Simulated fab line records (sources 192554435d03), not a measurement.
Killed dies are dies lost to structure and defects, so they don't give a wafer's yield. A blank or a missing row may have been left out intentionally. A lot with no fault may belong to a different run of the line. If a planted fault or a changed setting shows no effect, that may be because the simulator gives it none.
Chamber matching -- flow n5Finfet -- N5_BEOL_M2_STRIP_19 on rieDiel-02: 4 sister chambers
The step strips in O2. 4 wafers are shown with their chamber, then 9 later ones without.

WAFERS, EACH WITH ITS CHAMBER
wafer,chamber,showerheadPlenumPTorr (Torr)
L085.3,1,1.98
L091.1,0,2.11
L091.2,3,2.15
L091.3,2,1.99

WAFERS MISSING THEIR CHAMBER
wafer,showerheadPlenumPTorr (Torr)
L091.4,2.11
L091.5,2.15
L091.6,1.99
L095.3,1.99
L095.4,2.15
L095.5,2.24
L096.3,2.24
L096.5,1.99
L096.6,2.24

WHICH CHAMBER EACH ONE RAN IN
wafer,from the rows above,in truth
L091.4,can't be placed: 0 or 3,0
L091.5,can't be placed: 3 or 0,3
L091.6,can't be placed: 2 or 1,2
L095.3,can't be placed: 2 or 1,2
L095.4,can't be placed: 3 or 0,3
L095.5,can't be placed: 3 or 0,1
L096.3,can't be placed: 3 or 0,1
L096.5,can't be placed: 2 or 1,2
L096.6,can't be placed: 3 or 0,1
Placed correctly: 0 of 9. From these rows, 9 cannot be placed; in 6 the true chamber is one of the candidates. Number placed wrongly: 0.
How it was worked out, from the rows above alone: a wafer's distance from a chamber is the root of the sum, over the readings, of the square of ((its reading less the chamber's mean) divided by the reading's scatter). The wafer belongs to the nearest chamber; if the next one is less than 2 further off, it can't be placed. Each chamber's mean is taken over the wafers shown for it. The scatter (one wafer shown for each chamber): square how far every hidden wafer sits from the nearest shown wafer, average those squares and take the square root.
